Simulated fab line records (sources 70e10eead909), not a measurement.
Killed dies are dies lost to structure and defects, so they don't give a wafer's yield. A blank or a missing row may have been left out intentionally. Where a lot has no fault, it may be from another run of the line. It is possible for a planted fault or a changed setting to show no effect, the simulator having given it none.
Matching of chambers    flow nand_harc    4 sister chambers for NHARC_P_CONTACT_ETCH_35 on rie_diel-13
The step etches the open film in CF4, target depth 39 nm, time 65 s. 30 wafers are shown with their chamber, then 12 later ones without.

== WAFERS, EACH WITH ITS CHAMBER ==
wafer   chamber  showerhead_plenum_p_Torr (Torr)  drypump_motor_current_A (A)  rf_vpp_V (V)
L077.3  1        1.86                             5.1                          151.2
L077.4  2        1.83                             5.5                          151.1
L077.5  1        1.86                             5.1                          151.7
L078.2  3        1.88                             5.4                          152.6
L078.5  1        1.86                             5.1                          152.5
L078.6  0        1.72                             6.1                          150.0
L079.2  0        1.72                             6.1                          150.8
L079.3  2        1.83                             5.5                          152.5
L079.5  0        1.72                             6.1                          151.1
L079.1  3        1.88                             5.5                          152.5
L079.4  1        1.86                             5.1                          153.1
L079.6  1        1.86                             5.1                          153.7
L081.1  1        1.86                             5.2                          151.9
L081.3  3        1.88                             5.5                          152.4
L081.6  0        1.72                             6.1                          151.0
L082.3  2        1.83                             5.5                          152.6
L082.4  0        1.72                             6.1                          151.4
L082.6  1        1.86                             5.1                          152.1
L085.1  1        1.86                             5.1                          152.8
L085.3  2        1.83                             5.5                          151.5
L085.4  0        1.72                             6.1                          150.8
L088.2  0        1.72                             6.1                          149.1
L088.5  1        1.86                             5.1                          152.7
L088.6  2        1.83                             5.6                          153.0
L090.1  1        1.86                             5.1                          151.4
L090.2  3        1.87                             5.5                          152.3
L090.4  2        1.83                             5.5                          153.3
L092.1  3        1.87                             5.4                          153.6
L092.2  0        1.72                             6.1                          150.4
L092.4  2        1.83                             5.5                          151.0

SIGNATURES, as means of the wafers listed above
reading                   chamber 0  chamber 1  chamber 2  chamber 3  scatter within a chamber
showerhead_plenum_p_Torr  1.7200     1.8600     1.8300     1.8760     0.00215
drypump_motor_current_A   6.100      5.110      5.514      5.460      0.0337
rf_vpp_V                  150.575    152.310    152.143    152.680    0.778
Rule: a wafer lies at a distance from a chamber equal to the root of the sum of squares, over the readings, of (its reading less the chamber's mean, divided by the reading's scatter). The wafer belongs to the nearest chamber; if the next one is less than 2 further off, it can't be placed. How the scatter is found: for the shown wafers, subtract from each reading the mean of its chamber, square and add these, divide the total by (wafers less chambers), then take the root.

== WAFERS WITH NO CHAMBER GIVEN ==
wafer   showerhead_plenum_p_Torr (Torr)  drypump_motor_current_A (A)  rf_vpp_V (V)
L093.1  1.72                             6.1                          152.0
L093.2  1.87                             5.5                          154.2
L093.3  1.86                             5.1                          152.1
L094.1  1.72                             6.1                          150.3
L094.3  1.83                             5.5                          152.3
L094.5  1.83                             5.5                          150.8
L097.1  1.87                             5.4                          151.8
L097.2  1.83                             5.5                          152.5
L097.3  1.72                             6.1                          150.3
L097.4  1.86                             5.1                          153.3
L097.5  1.86                             5.1                          152.7
L097.6  1.72                             6.1                          149.8

== THE CHAMBER EACH PASSED THROUGH ==
wafer   from the rows above  in truth
L093.1  0                    0
L093.2  3                    3
L093.3  1                    1
L094.1  0                    0
L094.3  2                    2
L094.5  2                    2
L097.1  3                    3
L097.2  2                    2
L097.3  0                    0
L097.4  1                    1
L097.5  1                    1
L097.6  0                    0
Placed correctly: 12 of 12. Can't be placed from these rows: 0. 0 placed wrongly.
